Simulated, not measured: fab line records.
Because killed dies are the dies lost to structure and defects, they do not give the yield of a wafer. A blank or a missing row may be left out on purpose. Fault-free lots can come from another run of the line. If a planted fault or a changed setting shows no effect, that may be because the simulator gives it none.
Matching of chambers | flow nand harc | NHARC_P_M2_CMP_23 on cmp-01 has 4 sister chambers
The step polishes, t overpolish 20 s, target thk 144.3 nm. 4 wafers are shown with their chamber, then 9 later ones without.

WAFERS, EACH WITH ITS CHAMBER
wafer  | chamber | motor current A (A)
L082.2 | 0       | 12.3
L089.2 | 3       | 12.4
L089.5 | 2       | 13.5
L089.6 | 1       | 10.0

WAFERS WITHOUT THEIR CHAMBER
wafer  | motor current A (A)
L091.1 | 10.4
L091.3 | 12.2
L091.4 | 12.4
L092.1 | 12.1
L092.4 | 12.4
L092.5 | 9.7
L095.1 | 13.0
L095.2 | 12.7
L095.4 | 10.1

CHAMBER TAKEN BY EACH
wafer  | from the rows above          | in truth
L091.1 | 1                            | 1
L091.3 | can't be placed: 0 or 3      | 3
L091.4 | can't be placed: 3 or 0      | 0
L092.1 | can't be placed: 0 or 3      | 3
L092.4 | can't be placed: 3 or 0      | 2
L092.5 | 1                            | 1
L095.1 | can't be placed: 2 or 3 or 0 | 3
L095.2 | can't be placed: 3 or 0 or 2 | 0
L095.4 | 1                            | 1
3 of 9 placed correctly. These rows do not allow placing 6 (true chamber among the candidates in 5). 0 placed wrongly.
How it was worked out, from the rows above alone: a wafer's distance from a chamber is the root of the sum, over the readings, of the square of ((its reading less the chamber's mean) divided by the reading's scatter). The wafer belongs to the nearest chamber; if the next one is less than 2 further off, it can't be placed. For every chamber, the mean is computed from those of its wafers that are shown. The scatter: root of mean squared gap, hidden wafer to nearest shown wafer, with one shown wafer a chamber.
